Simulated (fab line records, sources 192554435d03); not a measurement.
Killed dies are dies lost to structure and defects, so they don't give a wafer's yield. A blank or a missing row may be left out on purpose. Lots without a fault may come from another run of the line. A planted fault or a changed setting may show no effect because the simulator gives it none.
fab line records | flow n5_finfet
record lots=7 wafers=21
route steps=1938 shown HKMG_FIN@428 GATE_CUT@510 MOL_CONTACT_COAG@517 BEOL_M0_SAQP@663 BEOL_M0@721 BEOL_M1@794
start_h: hours from the record's first day to the start of the lot's first wafer shown | wait_h: hours since the lot's step before | " the same as in the row above | L1.1+2: a row that stands for several wafers | - no value, or no start given | * or withheld: withheld | < > ~ a bound
route shown NAME@n: a module of which the file shows steps, and the number in the route of the first | usual: mean/standard deviation of fault-free wafers | same: alike in all rows | chamber/n: place in a boat | sites: the reading at each site | _std_site: their standard deviation | _edge_site: outer sites' mean less inner sites' | radius_mm: how far each site lies from the wafer's centre | mask NAME#n: copy n | behind: the tool/chamber that last shaped the wafer | hold: why the lot was held/for how many hours/how that ended | device: the transistor (n, p or np) that didn't switch | end of line: the same wafers' tests at the end of the route | a step without rows: its recipe alone | killed: dies lost to structure and defects at the first sort, not the wafer's yield | map: a wafer's dies, x killed, . not, _ none there
set.NAME: the setting as run; set.NAME@STEP: as run at that earlier step | model.NAME: the simulator's own value behind a step, which no gauge read
lots whose settings were changed on purpose; a table a step, a row a wafer
## steps
# step N5_HKMG_FIN_PEB_10
# recipe peb_temp_c=withheld peb_time_s=60 resist=CAR-ArF
# columns lot.wafer tool chamber start_h wait_h set.peb_time_s
L075.1 litho_track-04 0 83.03 0.1 60
L075.4+6 " 0 " " 69.04
L076.1 litho_track-04 0 86.00 0.1 60
L076.2+5 " 0 " " 50.69
L084.1+5 litho_track-04 0 134.51 0.1 60
L084.6 " 0 " " 66.03
L089.3+5+6 litho_track-04 0 167.82 0.0 60
L094.1+4 litho_track-04 0 198.25 0.1 60
L094.6 " 0 " " 71.13
L095.4+6 litho_track-05 0 202.93 0.0 60
L095.5 " 0 " " 66.16
L097.4+5 litho_track-05 0 217.49 0.0 68.07
L097.6 " 0 " " 60
# step N5_HKMG_FIN_DEVELOP_11
# recipe develop_time_s=30 developer=TMAH resist=CAR-ArF dev_temp_c=23 rinse_liquid=diw dry=air_spin
# columns lot.wafer tool chamber start_h wait_h set.spin_rpm@HKMG_FIN_COAT_06 model.CAR-ArF_of_HKMG_FIN_COAT_06.thk_nm
L075.1+4 litho_track-04 0 - - 1442 90.4
L075.6 " 0 " " 1500 88.4
L076.1 litho_track-04 0 - - 1500 88
L076.2 " 0 " " 1500 88.4
L076.5 " 0 " " 1500 88.6
L084.1 litho_track-04 0 - - 1500 88.6
L084.5 " 0 " " 1432 90.6
L084.6 " 0 " " 1432 90.8
L089.3 litho_track-04 0 - - 1500 88.4
L089.5+6 " 0 " " 1500 88.2
L094.1+6 litho_track-04 0 - - 1428 90.6
L094.4 " 0 " " 1500 88.4
L095.4 litho_track-05 0 - - 1500 87.8
L095.5+6 " 0 " " 1500 88
L097.4+6 litho_track-05 0 - - 1500 88.6
L097.5 " 0 " " 1500 88.8
# step N5_HKMG_FIN_CD_MEAS_12
# recipe target_cd_nm=92.8 landing_energy_ev=500 detector=se_inlens
# usual cd_nm=92.3/0.83
# columns lot.wafer tool chamber start_h wait_h set.peb_time_s@HKMG_FIN_PEB_10 cd_nm
L075.1 cd_sem-02 0 83.09 - 60 93.5
L075.4 " 0 " " 69.04 98.3
L075.6 " 0 " " 69.04 95.2
L076.1 cd_sem-03 0 86.07 - 60 92.5
L076.2 " 0 " " 50.69 85.6
L076.5 " 0 " " 50.69 85.8
L084.1 cd_sem-02 0 134.57 - 60 91.4
L084.5 " 0 " " 60 92.9
L084.6 " 0 " " 66.03 95.0
L089.3 cd_sem-03 0 167.89 - 60 92.4
L089.5 " 0 " " 60 94.4
L089.6 " 0 " " 60 92.3
L094.1 cd_sem-02 0 198.32 - 60 93.0
L094.4 " 0 " " 60 92.3
L094.6 " 0 " " 71.13 98.4
L095.4 cd_sem-01 0 203.00 - 60 92.0
L095.5 " 0 " " 66.16 95.9
L095.6 " 0 " " 60 91.6
L097.4 cd_sem-01 0 217.55 - 68.07 95.6
L097.5 " 0 " " 68.07 96.4
L097.6 " 0 " " 60 91.1
# step N5_HKMG_FIN_DESCUM_17
# recipe chemistry=O2 time_s=7.9 source_power_w=50 bias_power_w=20 pressure_mtorr=20 rf_frequency_hz=2.712e+07 temp_c=40 resist=CAR-ArF o2_flow_sccm=225
# step N5_HKMG_FIN_ETCH_31
# recipe chemistry=CF4 target=SiARC target_depth_a=455 mask_material=CAR-ArF time_s=75.8 ion_energy_ev=80 pressure_mtorr=40 source_w=545 bias_w=36 Ar_flow_sccm=100 cf4_flow_sccm=100 ends=cleared
# columns lot.wafer tool chamber start_h wait_h set.spin_rpm@HKMG_FIN_COAT_06 model.CAR-ArF_of_HKMG_FIN_COAT_06.thk_nm
L075.1 rie_diel-04 1 83.36 0.0 1442 53
L075.4 " 0 " " 1442 52.8
L075.6 " 1 " " 1500 51
L076.1 rie_diel-04 1 86.19 0.0 1500 50.6
L076.2 " 3 " " 1500 51
L076.5 " 1 " " 1500 51.2
L084.1 rie_diel-06 1 134.70 0.0 1500 51
L084.5+6 " 1,3 " " 1432 53
L089.3 rie_diel-06 2 168.01 0.0 1500 51
L089.5+6 " 3,2 " " 1500 50.8
L094.1+6 rie_diel-06 2 198.44 0.0 1428 53
L094.4 " 1 " " 1500 50.8
L095.4+6 rie_diel-04 3,2 203.12 0.0 1500 50.4
L095.5 " 1 " " 1500 50.6
L097.4+6 rie_diel-04 3,2 217.92 0.0 1500 51
L097.5 " 1 " " 1500 51.2
# step N5_GATE_CUT_ALD_22
# recipe material=SiNx target_thk_a=160 temp_c=400 ald_precursor_family=SiH2I2 ald_co_reactant=N2/H2-plasma pulse_time_s=1 ald_cycles=320 purge_time_s=2 co_reactant_purge_time_s=2 pressure_torr=2
# columns lot.wafer tool chamber start_h wait_h set.ald_cycles model.SiNx_of_GATE_CUT_ALD_22.thk_nm
L075.1+6 ald_sin-03 3,1 92.57 0.0 320 15.8
L075.4 " 2 " " 320 16
L076.1+2+5 ald_sin-02 1,0,1 95.65 0.0 281 14
L084.1+6 ald_sin-02 2 143.78 0.0 320 16
L084.5 " 0 " " 320 15.8
L089.3+5+6 ald_sin-01 1,1,0 177.27 0.0 320 16
L094.1+4+6 ald_sin-01 0,0,1 207.97 0.1 320 16
L095.4+6 ald_sin-02 0,1 214.81 0.8 320 16
L095.5 " 2 " " 358 18
L097.4 ald_sin-03 0 226.80 0.0 358 17.6
L097.5 " 2 " " 358 17.8
L097.6 " 1 " " 320 15.8
# step N5_MOL_CONTACT_COAG_COAT_103
# recipe resist=SOC temp_c=250 time_s=60 spin_rpm=1500 resist_thk_nm=80
# columns lot.wafer tool chamber start_h wait_h set.spin_rpm model.SOC_of_MOL_CONTACT_COAG_COAT_103.thk_nm
L075.1+4 litho_track-02 0 95.12 0.0 1500 80.6
L075.6 " 0 " " 1615 77.4
L076.1 litho_track-05 0 98.21 0.0 1500 80
L076.2 " 0 " " 1500 80.2
L076.5 " 0 " " 1605 77.2
L084.1 litho_track-05 0 146.34 0.0 1500 80
L084.5+6 " 0 " " 1500 80.2
L089.3+6 litho_track-02 0 179.84 0.0 1500 80
L089.5 " 0 " " 1500 79.8
L094.1+6 litho_track-03 0 210.54 0.0 1500 79.8
L094.4 " 0 " " 1500 79.6
L095.4 litho_track-02 0 216.64 0.0 1622 77
L095.5 " 0 " " 1500 80
L095.6 " 0 " " 1622 76.8
L097.4 litho_track-02 0 229.35 0.0 1500 79.8
L097.5 " 0 " " 1500 79.6
L097.6 " 0 " " 1500 80.2
# step N5_MOL_CONTACT_COAG_COAT_104
# recipe resist=SiARC temp_c=220 time_s=60 spin_rpm=1500 resist_thk_nm=12
# step N5_MOL_CONTACT_COAG_COAT_58
# recipe resist=underlayer temp_c=205 time_s=60 spin_rpm=1500 resist_thk_nm=10
# step N5_MOL_CONTACT_COAG_ETCH_59
# recipe chemistry=N2/H2 target=underlayer target_depth_a=130 mask_material=CAR-EUV time_s=10.4 ion_energy_ev=200 pressure_mtorr=30 source_w=840 bias_w=150 n2_flow_sccm=200 h2_flow_sccm=200 ends=cleared
# step N5_MOL_CONTACT_COAG_ETCH_105
# recipe chemistry=CF4 target=SiARC target_depth_a=156 mask_material=CAR-EUV time_s=26 ion_energy_ev=80 pressure_mtorr=40 source_w=545 bias_w=36 Ar_flow_sccm=100 cf4_flow_sccm=100 ends=cleared
# step N5_MOL_CONTACT_COAG_ETCH_106
# recipe chemistry=N2/H2 target=SOC target_depth_a=800 overetch_a=160 mask_material=SiARC temp_c=40 time_s=120 ion_energy_ev=200 pressure_mtorr=30 source_w=840 bias_w=150 n2_flow_sccm=200 h2_flow_sccm=200
# columns lot.wafer tool chamber start_h wait_h set.spin_rpm@MOL_CONTACT_COAG_COAT_103 model.etch.depth_nm
L075.1 rie_diel-04 3 95.60 0.0 1500 80.58
L075.4 " 0 " " 1500 80.5
L075.6 " 2 " " 1615 77.49
L076.1 rie_diel-04 1 98.99 0.0 1500 80.08
L076.2 " 3 " " 1500 80.21
L076.5 " 3 " " 1605 77.18
L084.1 rie_diel-04 1 146.94 0.0 1500 79.94
L084.5 " 2 " " 1500 80.23
L084.6 " 1 " " 1500 80.19
L089.3 rie_diel-06 1 180.44 0.0 1500 79.99
L089.5 " 2 " " 1500 79.8
L089.6 " 1 " " 1500 79.94
L094.1 rie_diel-04 2 211.05 0.0 1500 79.81
L094.4 " 3 " " 1500 79.5
L094.6 " 3 " " 1500 79.89
L095.4 rie_diel-05 1 217.27 0.0 1622 76.98
L095.5 " 2 " " 1500 80
L095.6 " 3 " " 1622 76.81
L097.4 rie_diel-04 3 229.95 0.0 1500 79.8
L097.5 " 0 " " 1500 79.66
L097.6 " 3 " " 1500 80.22
# step N5_MOL_CONTACT_COAG_ETCH_110
# recipe chemistry=CF4/O2 target=Si target_depth_a=25 time_s=8 pressure_mtorr=100 source_w=200 bias_w=12 ion_energy_ev=60 Ar_flow_sccm=100 cf4_flow_sccm=100 O2_flow_sccm=10
# usual rf_vpp_V=126/3.2
# columns lot.wafer tool chamber start_h wait_h set.bias_w rf_vpp_V
L075.1 rie_diel-04 3 95.79 0.0 10.22 111
L075.4 " 0 " " 12 126
L075.6 " 2 " " 10.22 109
L076.1 rie_diel-04 1 99.19 0.0 12 124
L076.2 " 3 " " 12.99 135
L076.5 " 3 " " 12 127
L084.1 rie_diel-04 1 147.13 0.0 12.6 131
L084.5 " 2 " " 12 125
L084.6 " 1 " " 12 125
L089.3 rie_diel-06 1 180.63 0.0 12 129
L089.5 " 2 " " 12 132
L089.6 " 1 " " 12 128
L094.1 rie_diel-04 2 211.34 0.1 12 125
L094.4 " 3 " " 13.84 141
L094.6 " 3 " " 13.84 141
L095.4 rie_diel-05 1 217.45 0.0 12 127
L095.5 " 2 " " 12 127
L095.6 " 3 " " 12 123
L097.4 rie_diel-04 3 230.14 0.0 13.91 141
L097.5 " 0 " " 12 128
L097.6 " 3 " " 13.91 144
# step N5_MOL_CONTACT_COAG_VIA_ETCH_117
# recipe chemistry=C4F6/O2 target_depth_a=400 overetch_a=80 mask_material=SOC target=SiO2 bias_w=455 pressure_mtorr=10 time_s=26 source_w=325 Ar_flow_sccm=300 C4F6_flow_sccm=10 O2_flow_sccm=10 ion_energy_ev=575.3 ends=end_point
# usual rf_vpp_V=1574/33
# columns lot.wafer tool chamber start_h wait_h set.bias_w rf_vpp_V
L075.1 rie_diel-06 2 106.47 0.0 455 1634
L075.4 " 1 " " 374 1376
L075.6 " 0 " " 374 1351
L076.1 rie_diel-04 2 110.63 0.0 455 1553
L076.2 " 0 " " 455 1559
L076.5 " 3 " " 455 1570
L084.1 rie_diel-06 1 159.17 0.0 495 1696
L084.5 " 2 " " 455 1633
L084.6 " 3 " " 495 1607
L089.3 rie_diel-06 1 193.04 0.0 455 1592
L089.5 " 0 " " 455 1565
L089.6 " 3 " " 455 1509
L094.1 rie_diel-05 0 221.80 0.0 455 1638
L094.4 " 2 " " 455 1575
L094.6 " 1 " " 455 1569
L095.4 rie_diel-04 3 228.35 0.0 455 1570
L095.5 " 2 " " 455 1551
L095.6 " 1 " " 409.5 1437
L097.4 rie_diel-04 1 243.18 0.0 488.5 1642
L097.5 " 2 " " 455 1550
L097.6 " 3 " " 455 1569
# step N5_MOL_CONTACT_COAG_CVD_140
# recipe material=W target_thk_a=665 mode=selective_fill temp_c=300 time_s=215
# columns lot.wafer tool chamber start_h wait_h set.target_thk_a model.W_of_MOL_CONTACT_COAG_CVD_140.thk_nm
L075.1 cvd_w-01 0 106.96 0.1 665 65.4
L075.4 " 0 " " 665 65.8
L075.6 " 0 " " 665 66
L076.1 cvd_w-01 1 111.13 0.1 697.2 71.2
L076.2 " 0 " " 665 66.6
L076.5 " 0 " " 697.2 70
L084.1 cvd_w-02 1 159.65 0.1 665 67.6
L084.5 " 1 " " 752.9 76.2
L084.6 " 0 " " 752.9 74.8
L089.3 cvd_w-01 0 193.60 0.1 665 66
L089.5 " 0 " " 665 66.8
L089.6 " 1 " " 665 68
L094.1 cvd_w-01 1 222.28 0.1 585.5 59.8
L094.4 " 1 " " 665 67.6
L094.6 " 0 " " 665 66.8
L095.4+5 cvd_w-01 0 229.17 0.3 601.6 60.4
L095.6 " 0 " " 665 67.6
L097.4+6 cvd_w-02 1 243.84 0.1 665 67.8
L097.5 " 0 " " 713.2 70.4
# step N5_BEOL_M0_SAQP_SPACER1_ALD_98
# recipe material=SiO2 target_thk_a=128 temp_c=300 ald_precursor_family=BDEAS ald_co_reactant=O2-plasma pulse_time_s=1 purge_time_s=2 co_reactant_purge_time_s=2 ald_cycles=138 pressure_torr=2
# columns lot.wafer tool chamber start_h wait_h set.temp_c model.SiO2_of_BEOL_M0_SAQP_SPACER1_ALD_98.thk_nm
L075.1+4+6 ald_sin-03 0,3,2 114.31 0.3 311.5 12.6
L076.1+2+5 ald_sin-03 0,1,0 118.37 0.3 300 12.8
L084.1+5+6 ald_sin-04 3,3,2 166.65 0.3 291.8 13.2
L089.3+5+6 ald_sin-04 3,0,1 200.97 0.1 300 12.8
L094.1+6 ald_sin-01 3,1 230.05 0.3 300 12.8
L094.4 " 0 " " 288.5 13.4
L095.4 ald_sin-03 1 236.46 0.1 311 12.6
L095.5+6 " 3,0 " " 300 12.8
L097.4+5+6 ald_sin-01 3,3,2 253.13 1.0 300 12.8
# step N5_BEOL_M0_SAQP_ETCH_107
# recipe chemistry=CH3F/O2 target=SiNx target_depth_a=300 mask_material=SOC pressure_mtorr=30 source_w=395 bias_w=73 Ar_flow_sccm=150 CH3F_flow_sccm=30 O2_flow_sccm=20 ion_energy_ev=120
# columns lot.wafer tool chamber start_h wait_h set.bias_w model.BEOL_M0_SAQP.feature_depth_nm
L075.1 rie_diel-01 3 115.79 0.0 77.03 31
L075.4 " 1 " " 73 30
L075.6 " 3 " " 73 30.8
L076.1 rie_diel-03 1 119.80 0.0 83.77 32
L076.2 " 0 " " 83.77 31.4
L076.5 " 1 " " 73 30.6
L084.1+6 rie_diel-03 2,0 168.28 0.0 73 30
L084.5 " 3 " " 85.47 32.2
L089.3 rie_diel-01 3 202.41 0.0 73 30.6
L089.5+6 " 2,3 " " 73 30.4
L094.1+6 rie_diel-02 1,2 231.76 0.0 73 30
L094.4 " 3 " " 73 29.8
L095.4 rie_diel-02 3 238.16 0.0 73 29.4
L095.5 " 2 " " 67.61 28.8
L095.6 " 1 " " 73 30.2
L097.4 rie_diel-03 0 254.59 0.0 73 30
L097.5 " 1 " " 82.42 31.8
L097.6 " 3 " " 73 30.6
# step N5_BEOL_M0_TRENCH_ETCH_107
# recipe chemistry=C4F6/O2 target_depth_a=328 target=SiOC time_s=16.4 ion_energy_ev=250 pressure_mtorr=30 source_w=355 bias_w=185 Ar_flow_sccm=300 C4F6_flow_sccm=10 O2_flow_sccm=10
# columns lot.wafer tool chamber start_h wait_h set.target_depth_a model.BEOL_M0.feature_depth_nm
L075.1 rie_diel-06 2 121.27 0.0 328 32.8
L075.4 " 1 " " 328 34.6
L075.6 " 3 " " 353.9 36.8
L076.1+2 rie_diel-06 1,3 125.12 0.0 328 34
L076.5 " 3 " " 341.8 35.4
L084.1 rie_diel-04 0 173.56 0.0 328 32.4
L084.5 " 3 " " 328 33.4
L084.6 " 2 " " 328 32
L089.3 rie_diel-06 1 206.08 0.0 328 33.2
L089.5 " 1 " " 328 33.4
L089.6 " 2 " " 328 31.8
L094.1 rie_diel-05 2 236.24 0.0 289.3 28
L094.4 " 1 " " 289.3 29.2
L094.6 " 3 " " 328 32.4
L095.4 rie_diel-06 2 247.30 0.0 328 32.2
L095.5 " 2 " " 318 31.2
L095.6 " 1 " " 318 33.6
L097.4 rie_diel-04 3 261.80 0.0 328 33.4
L097.5 " 1 " " 290 28
L097.6 " 2 " " 290 28.4
# step N5_BEOL_M1_ETCH_70
# recipe chemistry=N2/H2 target=SOC target_depth_a=800 overetch_a=160 mask_material=SiARC temp_c=40 time_s=120 ion_energy_ev=200 pressure_mtorr=30 source_w=840 bias_w=150 n2_flow_sccm=200 h2_flow_sccm=200
# usual rf_vpp_V=523.5/2.7
# columns lot.wafer tool chamber start_h wait_h set.bias_w rf_vpp_V model.SiARC_of_BEOL_M1_COAT_68.thk_nm
L075.1 rie_diel-01 3 127.68 0.0 150 527.2 6
L075.4 " 1 " " 150 521.1 6.6
L075.6 " 0 " " 150 526.6 6.4
L076.1 rie_diel-02 3 132.22 0.0 150 528.0 6.6
L076.2 " 0 " " 150 522.4 6.6
L076.5 " 1 " " 150 523.1 6.4
L084.1 rie_diel-01 1 179.79 0.0 168.1 558.3 5.8
L084.5 " 3 " " 168.1 563.8 5.2
L084.6 " 0 " " 150 526.2 6.2
L089.3 rie_diel-03 2 216.31 0.0 150 526.1 6.4
L089.5 " 3 " " 150 521.7 6.2
L089.6 " 2 " " 150 526.2 6.4
L094.1 rie_diel-03 1 247.07 0.0 168.6 560.5 5.4
L094.4 " 0 " " 150 525.8 6.4
L094.6 " 3 " " 168.6 563.1 5.2
L095.4 rie_diel-01 1 257.44 0.0 133.4 481.3 7.6
L095.5 " 0 " " 150 524.7 6.4
L095.6 " 3 " " 150 526.8 6
L097.4 rie_diel-02 2 271.24 0.0 150 520.3 6.2
L097.5 " 2 " " 150 518.7 6.2
L097.6 " 1 " " 150 524.6 6.4
# step N5_BEOL_M1_TRENCH_ETCH_37
# recipe chemistry=C4F6/O2 target_depth_a=552.07 target=SiOC time_s=29 ion_energy_ev=250 pressure_mtorr=30 source_w=355 bias_w=185 Ar_flow_sccm=300 C4F6_flow_sccm=10 O2_flow_sccm=10
# columns lot.wafer tool chamber start_h wait_h set.time_s model.BEOL_M1.feature_depth_nm model.etch.depth_nm
L075.1 rie_diel-01 3 - - 34.6 67.6 67.51
L075.4 " 1 " " 29 55.4 55.32
L075.6 " 0 " " 34.6 65.8 65.72
L076.1 rie_diel-02 3 - - 29 53 53.02
L076.2 " 0 " " 29 53.6 53.6
L076.5 " 1 " " 29 54.6 54.68
L084.1 rie_diel-01 1 - - 29 54.8 54.83
L084.5 " 3 " " 29 56.2 56.24
L084.6 " 0 " " 29 55.2 55.21
L089.3 rie_diel-03 2 - - 29 56 55.97
L089.5 " 3 " " 29 56.2 56.25
L089.6 " 2 " " 29 55.8 55.84
L094.1 rie_diel-03 1 - - 23.36 45.4 45.33
L094.4 " 0 " " 29 55.2 55.18
L094.6 " 3 " " 23.36 45.4 45.32
L095.4 rie_diel-01 1 - - 32.47 60.2 60.22
L095.5 " 0 " " 32.47 62.6 62.5
L095.6 " 3 " " 29 56.4 56.37
L097.4 rie_diel-02 2 - - 29 54.8 54.84
L097.5 " 2 " " 29 55 55
L097.6 " 1 " " 29 55 55.07
# step N5_BEOL_M1_ETCH_41
# recipe chemistry=CH3F/O2 target=SiCN target_depth_a=319 taper_deg=2 time_s=57.8 ion_energy_ev=120 mask_material=TiN pressure_mtorr=30 source_w=395 bias_w=75 Ar_flow_sccm=150 CH3F_flow_sccm=30 O2_flow_sccm=20
# step N5_BEOL_M1_STRIP_97
# recipe chemistry=N2/H2 time_s=10 power_w=450 temp_c=40 pressure_mtorr=20 rf_frequency_hz=6e+07 bias_power_w=7 n2_flow_sccm=200 h2_flow_sccm=200
# step N5_BEOL_M1_OCD_MEAS_38
# usual trench_depth_nm=55.2/0.92
# columns lot.wafer tool chamber start_h wait_h set.time_s@BEOL_M1_TRENCH_ETCH_37 trench_depth_nm
L075.1 ocd-02 - 128.04 - 34.6 67.1
L075.4 " - " " 29 55.6
L075.6 " - " " 34.6 65.3
L076.1 ocd-02 - 132.58 - 29 53.2
L076.2 " - " " 29 53.7
L076.5 " - " " 29 54.5
L084.1 ocd-02 - 180.15 - 29 55.2
L084.5 " - " " 29 56.3
L084.6 " - " " 29 55.3
L089.3 ocd-01 - 216.67 - 29 56.0
L089.5 " - " " 29 56.4
L089.6 " - " " 29 55.9
L094.1 ocd-02 - 247.43 - 23.36 44.8
L094.4 " - " " 29 55.4
L094.6 " - " " 23.36 45.1
L095.4 ocd-01 - 257.76 - 32.47 60.0
L095.5 " - " " 32.47 63.2
L095.6 " - " " 29 56.3
L097.4 ocd-02 - 271.60 - 29 55.0
L097.5 " - " " 29 55.3
L097.6 " - " " 29 55.3
## key
split step=N5_HKMG_FIN_PEB_10 setting=peb_time_s stated=60 by=wafer
response step=N5_HKMG_FIN_CD_MEAS_12 reading=cd_nm change=+0.332 per=1% r=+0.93
split step=N5_GATE_CUT_ALD_22 setting=ald_cycles stated=320 by=wafer
response step=N5_GATE_CUT_ALD_22 reading=model.SiNx_of_GATE_CUT_ALD_22.thk_nm change=+0.164 per=1% r=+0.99
split step=N5_MOL_CONTACT_COAG_COAT_103 setting=spin_rpm stated=1500 by=wafer
response step=N5_MOL_CONTACT_COAG_COAT_103 reading=model.SOC_of_MOL_CONTACT_COAG_COAT_103.thk_nm change=-0.403 per=1% r=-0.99
response step=N5_MOL_CONTACT_COAG_ETCH_106 reading=model.etch.depth_nm change=-0.399 per=1% r=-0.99
split step=N5_MOL_CONTACT_COAG_ETCH_110 setting=bias_w stated=12 by=wafer
response step=N5_MOL_CONTACT_COAG_ETCH_110 reading=rf_vpp_V change=+1 per=1% r=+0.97
split step=N5_MOL_CONTACT_COAG_VIA_ETCH_117 setting=bias_w stated=455 by=wafer
response step=N5_MOL_CONTACT_COAG_VIA_ETCH_117 reading=rf_vpp_V change=+12.4 per=1% r=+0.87
split step=N5_MOL_CONTACT_COAG_CVD_140 setting=target_thk_a stated=665 by=wafer
response step=N5_MOL_CONTACT_COAG_CVD_140 reading=model.W_of_MOL_CONTACT_COAG_CVD_140.thk_nm change=+0.619 per=1% r=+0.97
split step=N5_BEOL_M0_SAQP_SPACER1_ALD_98 setting=temp_c stated=300 by=wafer
response step=N5_BEOL_M0_SAQP_SPACER1_ALD_98 reading=model.SiO2_of_BEOL_M0_SAQP_SPACER1_ALD_98.thk_nm shape=bent at_lowest=13.4 at_stated=12.8 at_highest=12.6
split step=N5_BEOL_M0_SAQP_ETCH_107 setting=bias_w stated=73 by=wafer
response step=N5_BEOL_M0_SAQP_ETCH_107 reading=model.BEOL_M0_SAQP.feature_depth_nm change=+0.11 per=1% r=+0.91
split step=N5_BEOL_M0_TRENCH_ETCH_107 setting=target_depth_a stated=328 by=wafer
response step=N5_BEOL_M0_TRENCH_ETCH_107 reading=model.BEOL_M0.feature_depth_nm change=+0.372 per=1% r=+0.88
split step=N5_BEOL_M1_ETCH_70 setting=bias_w stated=150 by=wafer
response step=N5_BEOL_M1_ETCH_70 reading=rf_vpp_V change=+3.22 per=1% r=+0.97
response step=N5_BEOL_M1_ETCH_70 reading=model.SiARC_of_BEOL_M1_COAT_68.thk_nm change=-0.0891 per=1% r=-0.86
split step=N5_BEOL_M1_TRENCH_ETCH_37 setting=time_s stated=29 by=wafer
response step=N5_BEOL_M1_TRENCH_ETCH_37 reading=model.BEOL_M1.feature_depth_nm change=+0.524 per=1% r=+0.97
response step=N5_BEOL_M1_TRENCH_ETCH_37 reading=model.etch.depth_nm change=+0.525 per=1% r=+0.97
response step=N5_BEOL_M1_OCD_MEAS_38 reading=trench_depth_nm change=+0.526 per=1% r=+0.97
split outside_this_file step=N5_HKMG_FIN_COAT_06 setting=spin_rpm
# split outside_this_file: this setting was split too, and the file shows its column; the key of that split is in another file
